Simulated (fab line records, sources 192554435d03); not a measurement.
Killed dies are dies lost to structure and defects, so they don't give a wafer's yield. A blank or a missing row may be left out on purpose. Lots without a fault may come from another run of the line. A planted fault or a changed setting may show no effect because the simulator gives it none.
fab line records | flow n5_finfet
record lots=7 wafers=39
route steps=1938 shown FIN_CUT@173 SD_EPI_P@321 HKMG_FIN@406
start_h: hours from the record's first day to the start of the lot's first wafer shown | wait_h: hours since the lot's step before | " the same as in the row above | L1.1+2: a row that stands for several wafers | - no value, or no start given | * or withheld: withheld | < > ~ a bound
route shown NAME@n: a module of which the file shows steps, and the number in the route of the first | usual: mean/standard deviation of fault-free wafers | same: alike in all rows | chamber/n: place in a boat | sites: the reading at each site | _std_site: their standard deviation | _edge_site: outer sites' mean less inner sites' | radius_mm: how far each site lies from the wafer's centre | mask NAME#n: copy n | behind: the tool/chamber that last shaped the wafer | hold: why the lot was held/for how many hours/how that ended | device: the transistor (n, p or np) that didn't switch | end of line: the same wafers' tests at the end of the route | a step without rows: its recipe alone | killed: dies lost to structure and defects at the first sort, not the wafer's yield | map: a wafer's dies, x killed, . not, _ none there
set.NAME: the setting as run; set.NAME@STEP: as run at that earlier step | model.NAME: the simulator's own value behind a step, which no gauge read
lots whose settings were changed on purpose; a table a step, a row a wafer
## steps
# step N5_FIN_CUT_CUT_ETCH_26
# recipe chemistry=CH3F/O2 target=SiNx target_depth_a=390 mask_material=SOC time_s=55.7 pressure_mtorr=30 source_w=395 bias_w=73 Ar_flow_sccm=150 CH3F_flow_sccm=30 O2_flow_sccm=20 ion_energy_ev=120
# columns lot.wafer tool chamber start_h wait_h set.target_depth_a model.etch.depth_nm model.SOC_of_FIN_CUT_COAT_18.thk_nm
L075.1 rie_diel-01 0 34.20 0.0 191.4 18.65 219.8
L075.2 " 2 " " 191.4 19.59 219.6
L075.3 " 3 " " 390 39.5 210.2
L075.4 " 1 " " 390 38.78 210.6
L075.5 " 0 " " 390 38.19 210.8
L075.6 " 3 " " 191.4 19.52 219.4
L076.2 rie_diel-06 2 39.87 0.0 390 38.31 213.2
L076.5 " 1 " " 390 38.54 213.4
L076.6 " 0 " " 390 38.3 213.2
L085.1 rie_diel-05 0 94.12 0.0 390 39.28 211.4
L085.2 " 3 " " 390 39.02 211
L085.3 " 1 " " 538.8 54.29 203.4
L085.4 " 2 " " 390 39.45 212
L085.5 " 2 " " 538.8 54.59 203.4
L085.6 " 3 " " 538.8 53.46 204.2
L086.1 rie_diel-06 1 101.50 0.0 390 37.85 212.2
L086.2 " 0 " " 177.1 16.91 221.6
L086.3 " 2 " " 390 38.38 212
L086.4 " 3 " " 177.1 18.1 221.8
L086.5 " 1 " " 390 38.24 211.2
L086.6 " 2 " " 177.1 17.53 222.2
L089.1 rie_diel-06 2 119.08 0.0 214.2 21.2 219.4
L089.2 " 1 " " 390 38.05 211
L089.3 " 3 " " 390 40.05 210.4
L089.4 " 0 " " 214.2 20.86 219.4
L089.5 " 2 " " 390 38.73 211.4
L089.6 " 1 " " 214.2 20.73 219.6
L090.1 rie_diel-06 3 123.31 0.0 390 40.23 210
L090.2 " 1 " " 390 37.93 211.6
L090.3 " 2 " " 390 38.71 211.4
L090.4 " 0 " " 299.3 29.46 215.4
L090.5 " 1 " " 299.3 29.17 216.4
L090.6 " 0 " " 299.3 29.08 215.6
L096.1 rie_diel-01 1 159.73 0.0 163.7 16.16 223.2
L096.2 " 0 " " 163.7 16 223
L096.3 " 2 " " 390 38.95 211.8
L096.4 " 1 " " 390 38.74 212.6
L096.5 " 0 " " 390 38.18 212.6
L096.6 " 2 " " 163.7 16.19 222.8
# step N5_SD_EPI_P_EPI_21
# recipe material=SiGe:B dopant=B temp_c=550 pressure_torr=20 ambient=H2 time_s=355
# columns lot.wafer tool chamber start_h wait_h set.time_s model.SiGe-B_of_SD_EPI_P_EPI_21.thk_nm
L075.1 epi_rpcvd-02 0 61.73 0.1 206.6 38.6
L075.2 " 0 " " 206.6 39
L075.3 " 0 " " 355 61.2
L075.4+6 " 0 " " 355 61.6
L075.5 " 0 " " 206.6 38.8
L076.2 epi_rpcvd-03 0 66.33 0.5 355 61
L076.5 " 0 67.41 1.5 355 60.4
L076.6 " 0 " " 355 61.6
L085.1+4 epi_rpcvd-03 0 121.94 0.1 355 61.8
L085.2 " 0 " " 553.6 83.2
L085.3 " 0 " " 355 61.2
L085.5 " 0 " " 553.6 82.2
L085.6 " 0 " " 553.6 83
L086.1 epi_rpcvd-03 0 129.14 0.1 453.6 71.6
L086.2 " 0 " " 355 61.2
L086.3 " 0 " " 355 61
L086.4 " 0 " " 355 60.2
L086.5 " 0 " " 453.6 71.4
L086.6 " 0 " " 453.6 72.2
L089.1 epi_rpcvd-04 0 146.91 0.1 295 53.8
L089.2 " 0 " " 355 60.4
L089.3 " 0 " " 295 54.2
L089.4 " 0 " " 355 61.2
L089.5 " 0 " " 355 61
L089.6 " 0 " " 295 54.4
L090.1 epi_rpcvd-03 0 150.13 0.1 190.7 36.4
L090.2+3 " 0 " " 355 62
L090.4+6 " 0 " " 190.7 36.2
L090.5 " 0 " " 355 62.6
L096.1 epi_rpcvd-03 0 189.63 0.1 355 61.4
L096.2 " 0 " " 475.1 75.8
L096.3 " 0 " " 475.1 75
L096.4 " 0 " " 355 61.8
L096.5 " 0 " " 475.1 74.4
L096.6 " 0 " " 355 61.6
# step N5_SD_EPI_P_EPI_MEAS_23
# recipe mode=xrd
# usual thk_nm=61.1/1.1
# columns lot.wafer tool chamber start_h wait_h set.time_s@SD_EPI_P_EPI_21 thk_nm
L075.1 film_metro-01 - 63.93 1.9 206.6 38.7
L075.2 " - " " 206.6 38.2
L075.3 " - " " 355 61.1
L075.4 " - " " 355 61.7
L075.5 " - " " 206.6 40.0
L075.6 " - " " 355 62.7
L076.2 film_metro-02 - 68.19 1.5 355 61.2
L076.5 " - " " 355 60.6
L076.6 " - " " 355 60.1
L085.1 film_metro-01 - 124.14 1.8 355 61.6
L085.2 " - " " 553.6 82.2
L085.3 " - " " 355 61.2
L085.4 " - " " 355 62.1
L085.5 " - " " 553.6 81.8
L085.6 " - " " 553.6 83.3
L086.1 film_metro-01 - 131.33 1.8 453.6 70.3
L086.2 " - " " 355 61.2
L086.3 " - " " 355 62.6
L086.4 " - " " 355 59.7
L086.5 " - " " 453.6 72.2
L086.6 " - " " 453.6 71.6
L089.1 film_metro-01 - 149.12 1.9 295 53.4
L089.2 " - " " 355 61.9
L089.3 " - " " 295 54.3
L089.4 " - " " 355 60.7
L089.5 " - " " 355 61.5
L089.6 " - " " 295 56.3
L090.1 film_metro-02 - 152.32 1.9 190.7 36.0
L090.2 " - " " 355 61.3
L090.3 " - " " 355 61.5
L090.4 " - " " 190.7 36.5
L090.5 " - " " 355 61.1
L090.6 " - " " 190.7 34.5
L096.1 film_metro-01 - 191.83 1.8 355 60.8
L096.2 " - " " 475.1 75.8
L096.3 " - " " 475.1 75.6
L096.4 " - " " 355 60.8
L096.5 " - " " 475.1 74.3
L096.6 " - " " 355 60.8
# step N5_SD_EPI_P_HM_STRIP_48
# recipe chemistry=H3PO4 temp_c=160 material=SiNx target=SiNx target_depth_a=30 overetch_fraction=0.3
# step N5_SD_EPI_P_SRD_49
# recipe dry=ipa_marangoni time_s=30 temp_c=23 rinse_liquid=diw
# step N5_SD_EPI_P_PRECLEAN_24
# recipe chemistry=O3/DIW time_s=45 temp_c=22 o3_ppm=10
# columns lot.wafer tool chamber start_h wait_h set.time_s@SD_EPI_P_EPI_21 model.SiGe-B_of_SD_EPI_P_EPI_21.thk_nm
L075.1 wet_bench-05 7 64.03 0.0 206.6 38.2
L075.2 " 5 " " 206.6 38.8
L075.3 " 2 " " 355 60.6
L075.4 " 6 " " 355 61.2
L075.5 " 1 " " 206.6 38.6
L075.6 " 0 " " 355 61
L076.2 wet_bench-05 3 68.29 0.0 355 60.6
L076.5 " 7 " " 355 60
L076.6 " 0 " " 355 61
L085.1 wet_bench-05 2 124.24 0.0 355 61.4
L085.2 " 3 " " 553.6 82.6
L085.3 " 5 " " 355 60.8
L085.4 " 7 " " 355 61.2
L085.5 " 4 " " 553.6 81.4
L085.6 " 6 " " 553.6 82.4
L086.1+5 wet_bench-06 2,5 131.44 0.0 453.6 71
L086.2 " 7 " " 355 60.6
L086.3 " 4 " " 355 60.4
L086.4 " 3 " " 355 59.8
L086.6 " 6 " " 453.6 71.8
L089.1 wet_bench-05 1 149.23 0.0 295 53.4
L089.2 " 3 " " 355 60
L089.3 " 2 " " 295 53.8
L089.4 " 7 " " 355 60.8
L089.5 " 0 " " 355 60.6
L089.6 " 4 " " 295 54
L090.1+4+6 wet_bench-05 7,2,1 152.43 0.0 190.7 36
L090.2 " 6 " " 355 61.6
L090.3 " 3 " " 355 61.4
L090.5 " 0 " " 355 62.2
L096.1 wet_bench-06 0 191.94 0.0 355 60.8
L096.2 " 7 " " 475.1 75.2
L096.3 " 2 " " 475.1 74.4
L096.4+6 " 3,6 " " 355 61.2
L096.5 " 1 " " 475.1 73.8
# step N5_HKMG_FIN_ETCH_58
# recipe chemistry=N2/H2 target=SOC target_depth_a=2158 ion_energy_ev=50 bias_w=13 time_s=741 pressure_mtorr=30 source_w=875 n2_flow_sccm=200 h2_flow_sccm=200
# columns lot.wafer tool chamber start_h wait_h set.target_depth_a model.HKMG_FIN.feature_depth_nm model.etch.depth_nm model.SOC_of_HKMG_FIN_COAT_41.thk_nm
L075.1 rie_diel-04 3 78.56 0.0 2158 209.6 209.6 90.8
L075.2 " 2 " " 2158 217.6 217.6 82.6
L075.3 " 0 " " 2158 214.6 214.6 85.2
L075.4 " 0 " " 2158 213 213 86.6
L075.5 " 2 " " 2158 214.8 214.8 86.6
L075.6 " 3 " " 2158 210.8 210.8 90.4
L076.2 rie_diel-03 3 82.28 0.0 2158 214.2 214.1 84.6
L076.5 " 3 " " 2158 213.8 213.7 85.6
L076.6 " 1 " " 2158 217.6 217.7 81.6
L085.1 rie_diel-04 0 137.74 0.0 2158 215.6 215.5 84
L085.2 " 3 " " 2158 210.2 210.2 90
L085.3 " 2 " " 2158 217.4 217.4 82.8
L085.4 " 1 " " 2158 218.6 218.5 81.2
L085.5 " 0 " " 2158 213 213 86.6
L085.6 " 3 " " 2158 208.8 208.7 91.4
L086.1 rie_diel-04 1 145.31 0.0 2158 217.2 217.2 81.2
L086.2 " 3 " " 2158 209.2 209.2 89.2
L086.3 " 0 " " 2158 213.2 213.2 85
L086.4 " 3 " " 2158 209.8 209.8 88.4
L086.5 " 0 " " 2158 213.2 213.1 86.2
L086.6 " 1 " " 2158 217.2 217.3 81.6
L089.1 rie_diel-03 3 163.11 0.0 1436 142.8 142.7 156
L089.2 " 2 " " 2158 214.8 214.8 85.2
L089.3 " 1 " " 1436 143.6 143.6 154.6
L089.4 " 3 " " 2158 213.8 213.9 84.6
L089.5 " 1 " " 1436 143.6 143.7 155.4
L089.6 " 2 " " 2158 214.2 214.1 85
L090.1 rie_diel-04 1 165.78 0.0 2649 267.4 267.3 32.6
L090.2 " 2 " " 2158 222.8 222.7 76.8
L090.3 " 0 " " 2158 213 212.9 86.8
L090.4 " 2 " " 2649 271.2 271.2 28.8
L090.5 " 1 " " 2649 264.6 264.5 35.6
L090.6 " 0 " " 2158 212.4 212.3 88
L096.1 rie_diel-02 1 205.90 0.0 2158 219 219 81.6
L096.2 " 2 " " 2158 217 217 84.2
L096.3 " 3 " " 2158 220.2 220.3 80
L096.4 " 0 " " 2158 215 214.9 86.2
L096.5 " 1 " " 2158 219.4 219.4 80.4
L096.6 " 0 " " 2158 215.2 215.2 85.4
# step N5_HKMG_FIN_STRIP_93
# recipe chemistry=N2/H2 material=SOC time_s=20 power_w=500 temp_c=40 pressure_mtorr=50 rf_frequency_hz=6e+07 bias_power_w=8 h2_frac=0.5 n2_flow_sccm=300 h2_flow_sccm=300
# columns lot.wafer tool chamber start_h wait_h set.target_depth_a@HKMG_FIN_ETCH_58 model.SOC_of_HKMG_FIN_COAT_41.thk_nm
L075.1 rie_diel-04 3 78.98 0.2 2158 80.8
L075.2 " 2 " " 2158 72.2
L075.3 " 0 " " 2158 75.2
L075.4 " 0 " " 2158 76.6
L075.5 " 2 " " 2158 76.4
L075.6 " 3 " " 2158 80.4
L076.2 rie_diel-03 3 82.70 0.2 2158 74.2
L076.5 " 3 " " 2158 75.4
L076.6 " 1 " " 2158 71.4
L085.1 rie_diel-04 0 138.16 0.2 2158 73.8
L085.2 " 3 " " 2158 80
L085.3 " 2 " " 2158 72.6
L085.4 " 1 " " 2158 71
L085.5 " 0 " " 2158 76.6
L085.6 " 3 " " 2158 81.6
L086.1 rie_diel-04 1 145.73 0.2 2158 71
L086.2 " 3 " " 2158 79.2
L086.3 " 0 " " 2158 75
L086.4 " 3 " " 2158 78.4
L086.5 " 0 " " 2158 76.2
L086.6 " 1 " " 2158 71.6
L089.1 rie_diel-03 3 163.53 0.2 1436 145.8
L089.2+6 " 2 " " 2158 75.2
L089.3 " 1 " " 1436 144.6
L089.4 " 3 " " 2158 74.4
L089.5 " 1 " " 1436 145.4
L090.1 rie_diel-04 1 166.21 0.2 2649 22.6
L090.2 " 2 " " 2158 66.2
L090.3 " 0 " " 2158 76.8
L090.4 " 2 " " 2649 18.4
L090.5 " 1 " " 2649 25.4
L090.6 " 0 " " 2158 78
L096.1 rie_diel-02 1 206.33 0.2 2158 71.2
L096.2 " 2 " " 2158 74
L096.3 " 3 " " 2158 69.6
L096.4 " 0 " " 2158 76.2
L096.5 " 1 " " 2158 70
L096.6 " 0 " " 2158 75.4
## key
split step=N5_FIN_CUT_CUT_ETCH_26 setting=target_depth_a stated=390 by=wafer
response step=N5_FIN_CUT_CUT_ETCH_26 reading=model.etch.depth_nm change=+0.388 per=1% r=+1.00
response step=N5_FIN_CUT_CUT_ETCH_26 reading=model.SOC_of_FIN_CUT_COAT_18.thk_nm change=-0.187 per=1% r=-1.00
split step=N5_SD_EPI_P_EPI_21 setting=time_s stated=355 by=wafer
response step=N5_SD_EPI_P_EPI_21 reading=model.SiGe-B_of_SD_EPI_P_EPI_21.thk_nm change=+0.456 per=1% r=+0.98
response step=N5_SD_EPI_P_EPI_MEAS_23 reading=thk_nm change=* per=1% r=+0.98
response step=N5_SD_EPI_P_PRECLEAN_24 reading=model.SiGe-B_of_SD_EPI_P_EPI_21.thk_nm change=+0.453 per=1% r=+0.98
split step=N5_HKMG_FIN_ETCH_58 setting=target_depth_a stated=2158 by=wafer
response step=N5_HKMG_FIN_ETCH_58 reading=model.HKMG_FIN.feature_depth_nm change=+2.17 per=1% r=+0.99
response step=N5_HKMG_FIN_ETCH_58 reading=model.etch.depth_nm change=+2.17 per=1% r=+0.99
response step=N5_HKMG_FIN_ETCH_58 reading=model.SOC_of_HKMG_FIN_COAT_41.thk_nm change=-2.16 per=1% r=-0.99
response step=N5_HKMG_FIN_STRIP_93 reading=model.SOC_of_HKMG_FIN_COAT_41.thk_nm change=-2.15 per=1% r=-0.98
